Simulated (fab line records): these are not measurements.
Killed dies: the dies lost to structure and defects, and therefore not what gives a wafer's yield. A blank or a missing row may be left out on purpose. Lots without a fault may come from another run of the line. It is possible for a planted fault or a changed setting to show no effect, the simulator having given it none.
Which tool did it? | flow nandHarc | 72 wafers from 24 lots sampled at 6 of the route's 1159 steps

== WHAT THE GAUGES SHOWED, per wafer ==
The record holds no reading of a measuring or inspecting step that can be judged against a usual standard deviation.

== EACH LOT AND THE TOOL THAT RAN IT (in order: tool; ch and the chambers of the sampled wafers; start) ==
lot  | NHARC_A_WL_FILL_STRIP_27            | NHARC_A_CONTACT_ETCH_123           | NHARC_A_CONTACT_DEP_58          | NHARC_A_CONTACT_ETCH_125           | NHARC_A_CONTACT_ETCH_129           | NHARC_A_CONTACT_ALD_18
L074 | plasmaAsher-01 ch 0,1, day 15 01:43 | harCapEtch-02 ch 0,1, day 16 09:41 | pecvd-04 ch 0,1,2, day 16 13:26 | harCapEtch-02 ch 0,1, day 16 15:52 | harCapEtch-02 ch 0,1, day 16 16:37 | aldMetal-03 ch 1,2,3, day 17 01:04
L077 | plasmaAsher-01 ch 1, day 15 05:37   | harCapEtch-03 ch 1, day 16 13:11   | pecvd-02 ch 0,1,2, day 16 16:40 | harCapEtch-01 ch 0,1, day 16 19:04 | harCapEtch-01 ch 0,1, day 16 19:38 | aldMetal-03 ch 0,2,3, day 17 03:38
L075 | plasmaAsher-01 ch 0, day 15 08:54   | harCapEtch-03 ch 0,1, day 16 17:52 | pecvd-02 ch 0,1,2, day 16 21:43 | harCapEtch-03 ch 0,1, day 17 00:10 | harCapEtch-03 ch 0,1, day 17 00:56 | aldMetal-03 ch 1,2, day 17 12:23
L076 | plasmaAsher-01 ch 0,1, day 15 11:21 | harCapEtch-02 ch 0,1, day 16 20:59 | pecvd-03 ch 0,1,2, day 17 00:44 | harCapEtch-01 ch 0,1, day 17 02:56 | harCapEtch-01 ch 0,1, day 17 03:31 | aldMetal-02 ch 1,2,3, day 17 13:33
L078 | plasmaAsher-01 ch 0,1, day 16 07:16 | harCapEtch-03 ch 0,1, day 17 13:10 | pecvd-03 ch 0,1,2, day 17 17:06 | harCapEtch-02 ch 1, day 17 19:25   | harCapEtch-02 ch 1, day 17 19:59   | aldMetal-03 ch 0,1,2, day 18 05:43
L080 | plasmaAsher-01 ch 0,1, day 16 07:23 | harCapEtch-02 ch 0,1, day 17 16:44 | pecvd-02 ch 0,2, day 17 20:27   | harCapEtch-02 ch 0,1, day 18 00:17 | harCapEtch-02 ch 0,1, day 18 00:51 | aldMetal-04 ch 0,1,3, day 18 09:26
L079 | plasmaAsher-02 ch 0,1, day 16 09:28 | harCapEtch-03 ch 0,1, day 17 18:55 | pecvd-03 ch 0,1, day 17 22:25   | harCapEtch-03 ch 0,1, day 18 00:55 | harCapEtch-03 ch 0,1, day 18 01:29 | aldMetal-02 ch 0,1,3, day 18 10:52
L081 | plasmaAsher-02 ch 0,1, day 16 14:01 | harCapEtch-01 ch 0,1, day 18 01:07 | pecvd-04 ch 0,1,2, day 18 05:23 | harCapEtch-03 ch 0,1, day 18 07:41 | harCapEtch-03 ch 0,1, day 18 08:15 | aldMetal-04 ch 0,2,3, day 18 17:00
L082 | plasmaAsher-02 ch 0,1, day 17 12:41 | harCapEtch-03 ch 1, day 18 17:17   | pecvd-02 ch 0,1, day 18 20:53   | harCapEtch-02 ch 0, day 18 23:11   | harCapEtch-02 ch 0, day 18 23:44   | aldMetal-02 ch 2,3, day 19 09:10
L083 | plasmaAsher-02 ch 0,1, day 17 13:53 | harCapEtch-01 ch 0,1, day 18 20:40 | pecvd-04 ch 0,1, day 19 00:31   | harCapEtch-02 ch 0,1, day 19 02:58 | harCapEtch-02 ch 0,1, day 19 03:31 | aldMetal-04 ch 0,3, day 19 11:33
L087 | plasmaAsher-01 ch 0,1, day 17 21:26 | harCapEtch-03 ch 0,1, day 19 01:26 | pecvd-03 ch 1,2, day 19 05:02   | harCapEtch-01 ch 0,1, day 19 07:19 | harCapEtch-01 ch 0,1, day 19 07:53 | aldMetal-02 ch 0,1,3, day 19 16:00
L084 | plasmaAsher-02 ch 0,1, day 18 00:19 | harCapEtch-01 ch 0,1, day 19 02:09 | pecvd-03 ch 0,1,2, day 19 06:47 | harCapEtch-02 ch 0,1, day 19 11:11 | harCapEtch-02 ch 0,1, day 19 11:44 | aldMetal-04 ch 1,2,3, day 19 19:53
L086 | plasmaAsher-02 ch 0,1, day 18 01:50 | harCapEtch-02 ch 0,1, day 19 09:07 | pecvd-04 ch 0,1,2, day 19 12:38 | harCapEtch-01 ch 0,1, day 19 16:10 | harCapEtch-01 ch 0,1, day 19 16:44 | aldMetal-04 ch 1,2,3, day 20 00:26
L085 | plasmaAsher-01 ch 0,1, day 18 05:18 | harCapEtch-01 ch 0,1, day 19 11:10 | pecvd-03 ch 0,1, day 19 14:41   | harCapEtch-02 ch 0,1, day 19 16:59 | harCapEtch-02 ch 0,1, day 19 17:33 | aldMetal-03 ch 0,2,3, day 20 01:13
L088 | plasmaAsher-01 ch 0,1, day 19 05:04 | harCapEtch-02 ch 0,1, day 20 08:40 | pecvd-02 ch 0,1, day 20 12:42   | harCapEtch-01 ch 0,1, day 20 15:19 | harCapEtch-01 ch 0,1, day 20 15:53 | aldMetal-03 ch 0,1,2, day 21 01:01
L089 | plasmaAsher-02 ch 1, day 19 05:13   | harCapEtch-01 ch 0,1, day 20 09:11 | pecvd-02 ch 0,1, day 20 13:05   | harCapEtch-03 ch 0,1, day 20 15:44 | harCapEtch-03 ch 0,1, day 20 16:30 | aldMetal-04 ch 1,2,3, day 21 02:57
L093 | plasmaAsher-01 ch 0,1, day 19 08:31 | harCapEtch-02 ch 0,1, day 20 15:47 | pecvd-02 ch 0,1,2, day 20 19:17 | harCapEtch-03 ch 0,1, day 20 21:35 | harCapEtch-03 ch 0,1, day 20 22:21 | aldMetal-02 ch 0,1,2, day 21 12:39
L092 | plasmaAsher-01 ch 0,1, day 19 08:53 | harCapEtch-03 ch 0,1, day 20 13:22 | pecvd-03 ch 0,1,2, day 20 17:25 | harCapEtch-01 ch 0,1, day 20 20:18 | harCapEtch-01 ch 0,1, day 20 20:52 | aldMetal-03 ch 0,1,2, day 21 05:28
L090 | plasmaAsher-02 ch 0, day 19 11:28   | harCapEtch-02 ch 0,1, day 20 20:17 | pecvd-02 ch 0,1,2, day 21 00:06 | harCapEtch-03 ch 0,1, day 21 02:19 | harCapEtch-03 ch 0,1, day 21 03:01 | aldMetal-04 ch 0,1,2, day 21 14:17
L091 | plasmaAsher-02 ch 0,1, day 19 11:53 | harCapEtch-01 ch 0,1, day 21 01:14 | pecvd-02 ch 0,2, day 21 08:49   | harCapEtch-03 ch 0,1, day 21 11:05 | harCapEtch-03 ch 0,1, day 21 11:40 | aldMetal-03 ch 0,2,3, day 21 19:28
L094 | plasmaAsher-02 ch 0,1, day 20 04:37 | harCapEtch-01 ch 0,1, day 21 15:50 | pecvd-04 ch 0,1, day 21 19:34   | harCapEtch-02 ch 0,1, day 21 21:49 | harCapEtch-02 ch 0,1, day 21 22:23 | aldMetal-03 ch 0,1,3, day 22 06:56
L096 | plasmaAsher-01 ch 0,1, day 20 16:57 | harCapEtch-01 ch 0,1, day 22 00:26 | pecvd-02 ch 0,1, day 22 04:58   | harCapEtch-02 ch 0,1, day 22 07:22 | harCapEtch-02 ch 0,1, day 22 07:55 | aldMetal-04 ch 0,2,3, day 22 18:44
L095 | plasmaAsher-02 ch 0,1, day 20 19:44 | harCapEtch-03 ch 0,1, day 22 01:02 | pecvd-02 ch 0,1,2, day 22 05:44 | harCapEtch-01 ch 0,1, day 22 08:30 | harCapEtch-01 ch 0,1, day 22 09:04 | aldMetal-03 ch 0,3, day 22 18:34
L097 | plasmaAsher-02 ch 0,1, day 21 00:07 | harCapEtch-01 ch 0,1, day 22 06:22 | pecvd-03 ch 0,1,2, day 22 09:59 | harCapEtch-03 ch 0,1, day 22 12:21 | harCapEtch-03 ch 0,1, day 22 12:55 | aldMetal-03 ch 1,2,3, day 22 21:37
- NHARC_A_WL_FILL_STRIP_27: strips in N2/H2, time 20 s.
- NHARC_A_CONTACT_ETCH_123: etches the open film in C4F8/O2/Ar, time 253 s, target depth 1090 nm.
- NHARC_A_CONTACT_DEP_58: deposits SiON, target thk 60 nm.
- NHARC_A_CONTACT_ETCH_125: etches the open film in C4F8/O2/Ar, time 155 s, target depth 956 nm.
- NHARC_A_CONTACT_ETCH_129: etches the open film in C4F8/O2/Ar, time 155 s, target depth 956 nm.
- NHARC_A_CONTACT_ALD_18: deposits TiN, target thk 3 nm, pulse time 1 s, ald cycles 150.

== AS READ BY THE TOOLS THEMSELVES (means over the sampled wafers that have a number; for cases with no such wafer, the mark the record gives instead) ==
NHARC_A_WL_FILL_STRIP_27. Usual: drypumpMotorCurrentA 5.81 A, standard deviation 0.27; heaterPowerW 326 W, standard deviation 38.
lot  | tool           | drypumpMotorCurrentA (A) | heaterPowerW (W) | flag
L074 | plasmaAsher-01 | 5.75                     | 337              | 
L077 | plasmaAsher-01 | 6.18                     | 267              | 
L075 | plasmaAsher-01 | 5.54                     | 372              | 
L076 | plasmaAsher-01 | 5.73                     | 340              | 
L078 | plasmaAsher-01 | 5.74                     | 336              | 
L080 | plasmaAsher-01 | 5.97                     | 305              | 
L079 | plasmaAsher-02 | 5.83                     | 331              | 
L081 | plasmaAsher-02 | 5.83                     | 330              | 
L082 | plasmaAsher-02 | 5.84                     | 332              | 
L083 | plasmaAsher-02 | 5.83                     | 329              | 
L087 | plasmaAsher-01 | 5.96                     | 303              | 
L084 | plasmaAsher-02 | 5.73                     | 326              | 
L086 | plasmaAsher-02 | 5.70                     | 333              | 
L085 | plasmaAsher-01 | 5.74                     | 344              | 
L088 | plasmaAsher-01 | 5.72                     | 336              | 
L089 | plasmaAsher-02 | 5.58                     | 321              | 
L093 | plasmaAsher-01 | 5.74                     | 338              | 
L092 | plasmaAsher-01 | 5.96                     | 308              | 
L090 | plasmaAsher-02 | 5.96                     | 340              | 
L091 | plasmaAsher-02 | 5.84                     | 329              | 
L094 | plasmaAsher-02 | 5.82                     | 334              | 
L096 | plasmaAsher-01 | 5.74                     | 342              | 
L095 | plasmaAsher-02 | 5.68                     | 324              | 
L097 | plasmaAsher-02 | 5.85                     | 334              | 

NHARC_A_CONTACT_DEP_58. Usual: heaterPowerW reads 736 W (standard deviation 79).
lot  | tool     | heaterPowerW (W) | flag
L074 | pecvd-04 | 752              | 
L077 | pecvd-02 | 734              | 
L075 | pecvd-02 | 733              | 
L076 | pecvd-03 | 784              | 
L078 | pecvd-03 | 770              | 
L080 | pecvd-02 | 743              | 
L079 | pecvd-03 | 794              | 
L081 | pecvd-04 | 717              | 
L082 | pecvd-02 | 676              | 
L083 | pecvd-04 | 613              | 
L087 | pecvd-03 | 749              | 
L084 | pecvd-03 | 746              | 
L086 | pecvd-04 | 700              | 
L085 | pecvd-03 | 819              | 
L088 | pecvd-02 | 662              | 
L089 | pecvd-02 | 713              | 
L093 | pecvd-02 | 705              | 
L092 | pecvd-03 | 750              | 
L090 | pecvd-02 | 746              | 
L091 | pecvd-02 | 736              | 
L094 | pecvd-04 | 682              | 
L096 | pecvd-02 | 666              | 
L095 | pecvd-02 | 720              | 
L097 | pecvd-03 | 749              | 

NHARC_A_CONTACT_ALD_18. Usual: heaterPowerW 1066 W, standard deviation 120; precursorPulseHeightRel 0.997, standard deviation 0.02.
lot  | tool        | heaterPowerW (W) | precursorPulseHeightRel | flag
L074 | aldMetal-03 | 971              | 0.984                   | 
L077 | aldMetal-03 | 990              | 0.983                   | 
L075 | aldMetal-03 | 989              | 1.016                   | 
L076 | aldMetal-02 | 1158             | 0.996                   | 
L078 | aldMetal-03 | 1043             | 1.004                   | 
L080 | aldMetal-04 | 1107             | 1.007                   | 
L079 | aldMetal-02 | 1144             | 1.002                   | 
L081 | aldMetal-04 | 1175             | 0.997                   | 
L082 | aldMetal-02 | 1091             | 0.966                   | 
L083 | aldMetal-04 | 1242             | 1.001                   | 
L087 | aldMetal-02 | 1146             | 1.010                   | 
L084 | aldMetal-04 | 1064             | 1.004                   | 
L086 | aldMetal-04 | 1086             | 0.994                   | 
L085 | aldMetal-03 | 987              | 0.979                   | 
L088 | aldMetal-03 | 1043             | 1.011                   | 
L089 | aldMetal-04 | 1074             | 1.006                   | 
L093 | aldMetal-02 | 1163             | 1.005                   | 
L092 | aldMetal-03 | 1063             | 0.987                   | 
L090 | aldMetal-04 | 1029             | 0.985                   | 
L091 | aldMetal-03 | 992              | 1.006                   | 
L094 | aldMetal-03 | 1003             | 1.014                   | 
L096 | aldMetal-04 | 1170             | 0.997                   | 
L095 | aldMetal-03 | 953              | 1.017                   | 
L097 | aldMetal-03 | 954              | 0.988                   | 

== THE ANSWER, worked out from the rows above alone ==
Rule: a lot is off if the mean of its wafers that have a number lies more than 3 standard deviations from the usual mean. Also off: a lot with no number at a reading for which 4 or more lots have one. All remaining lots with rows at the step are treated as sound. After the gauges, taken in route order, come the tools' own readings; for these a lot's mean is taken, as printed above. At the first step where some lot is off, the reading lying furthest off is the one used; lots without a number count as furthest.
No lot is off on any of the readings shown, so nothing can be concluded from this.

== WHAT THE SIMULATOR HAD INSERTED ==
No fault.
